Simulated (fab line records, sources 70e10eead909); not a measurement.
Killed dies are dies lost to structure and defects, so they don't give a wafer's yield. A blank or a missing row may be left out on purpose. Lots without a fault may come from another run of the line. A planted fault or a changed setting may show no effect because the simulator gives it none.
A struck lot beside a sound one | flow nand_harc | 14 steps out of a route of 1302
Sound: wafers L485.3, L485.4, L485.6. Struck: wafers L494.2, L494.3, L494.4. The cause comes at the end.
At each step with rows: each side's tool, then ch and its chambers, then its first start. Under that, the readings that differ: sound wafers | struck wafers | difference of the means | sigmas: that difference in standard deviations of wafers without a fault.
alike: readings whose means differ by less than 2 such deviations, and words and numbers that are the same on both sides. not compared: withheld readings, readings that some wafer has no value for, bounds like >300 that may hide the same value, and numbers for which the record gives no deviation and whose values overlap.
The two part at a step that has a row with sigmas, a row that says differs or no value, or rows on one side only. Numbers that don't overlap but have no deviation are shown without sigmas and don't part them. A reading that every wafer of one side lacks parts them only if that side has two wafers or more.

first, 9 steps without rows for these wafers: NHARC_THIN_TSV_PVD_24 (deposits Al, target thk 800 nm); NHARC_THIN_TSV_DEHYDRATE_25 (time 120 s); NHARC_THIN_TSV_HMDS_26 (time 30 s); NHARC_THIN_TSV_COAT_27; NHARC_THIN_TSV_SOFTBAKE_28 (time 95 s); NHARC_THIN_TSV_EBR_29; NHARC_THIN_TSV_EXPOSE_30 (exposes mask PAD); NHARC_THIN_TSV_PEB_31 (peb time 85 s); NHARC_THIN_TSV_DEVELOP_32 (time 70 s).
NHARC_THIN_TSV_CD_MEAS_33: target cd 5000 nm.
  sound on cd_sem-03 ch 0, day 26 16:47; struck on cd_sem-03 ch 0, day 30 01:02
  alike: cd_nm
then, 1 step without rows for these wafers: NHARC_THIN_TSV_HARDBAKE_34 (time 80 s).
NHARC_THIN_TSV_DESCUM_35: chemistry O2, time 3 s.
  sound on rie_diel-10 ch 0,1,3, day 26 16:57; struck on rie_diel-11 ch 1,2,3, day 30 01:13
  alike: chamber_pressure_mTorr, drypump_motor_current_A, mfc_ar_sccm, oes_product_au, rf_vpp_V, showerhead_plenum_p_Torr, throttle_valve_pct
  not compared: rf_hours_counter_h
NHARC_THIN_TSV_ETCH_59: etches the open film in Cl2/BCl3, target depth 880 nm, time 138.1 s.
  sound on rie_metal-01 ch 0,1, day 26 17:08; struck on rie_metal-02 ch 0,1, day 30 01:22
  reading          | sound             | struck            | difference | sigmas
  run_length_s (s) | 159.5 158.9 159.0 | 138.6 137.5 137.9 | -21.1      | -54
  alike: chamber_pressure_mTorr, drypump_motor_current_A, oes_product_au, throttle_valve_pct
  not compared: rf_hours_counter_h
NHARC_THIN_TSV_ETCH_36: etches the open film in Cl2/BCl3, target depth 65 nm, time 18.571 s.
  sound on rie_metal-01 ch 0,1, day 26 17:20; struck on rie_metal-02 ch 0,1, day 30 01:35
  alike: chamber_pressure_mTorr, drypump_motor_current_A, oes_product_au, run_length_s
  not compared: rf_hours_counter_h

WHERE THEY PART
Only at NHARC_THIN_TSV_ETCH_59, within this record. Later steps at which nothing parts them and some readings are alike: NHARC_THIN_TSV_ETCH_36.

WHY: what the simulator had put in
Process parameter drift: rie_metal-02, from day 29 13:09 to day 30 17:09, at NHARC_THIN_TSV_ETCH_59. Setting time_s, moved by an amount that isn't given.
